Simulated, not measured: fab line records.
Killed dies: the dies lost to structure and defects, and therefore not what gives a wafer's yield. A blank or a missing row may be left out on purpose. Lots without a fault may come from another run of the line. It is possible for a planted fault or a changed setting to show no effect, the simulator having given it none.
The tool behind it: which one? -- flow nand_harc -- 12 lots, 36 wafers sampled, at 1 step of a route of 1159

== WHAT THE GAUGES READ, wafer by wafer ==
NHARC_P_GATE_INSPECT_28.
lot,measured,on,raw_defect_count
L076,day 5 08:35,defect_inspect-01,9 8 8
L077,day 5 17:32,defect_inspect-01,10 7 4
L080,day 6 01:20,defect_inspect-01,7 4 4
L081,day 6 10:38,defect_inspect-02,9 6 2
L083,day 6 22:21,defect_inspect-01,6 4 5
L087,day 7 23:40,defect_inspect-02,7 7 6
L086,day 7 23:58,defect_inspect-01,5 5 11
L088,day 8 08:59,defect_inspect-02,4 5 7
L091,day 8 17:47,defect_inspect-02,9 5 4
L093,day 9 06:44,defect_inspect-02,1 10 9
L095,day 10 00:41,defect_inspect-02,3 5 2
L097,day 10 16:58,defect_inspect-01,4 7 7

== EACH LOT AND THE TOOL THAT RAN IT (in order: tool; ch and the chambers of the sampled wafers; start) ==
Record: no process step prior to these readings.

== THE ANSWER, worked out from the rows above alone ==
Rule: the usual values come from the lots themselves. Put in order of their means at a reading, lots are off if they are a third of the lots or fewer, leave a main group of 4 or more, and stand apart from it by a gap of 3 or more times the standard deviation of the main group's means; of several such gaps the widest counts. A main group whose means are all the same, to the digits that the tables above print for the reading, isn't used. Also off: a lot with no number at a reading for which 4 or more lots have one. The other lots that the step has rows for count as sound.
No lot is off at any reading shown: from this, nothing can be told.

== WHAT THE SIMULATOR HAD INSERTED ==
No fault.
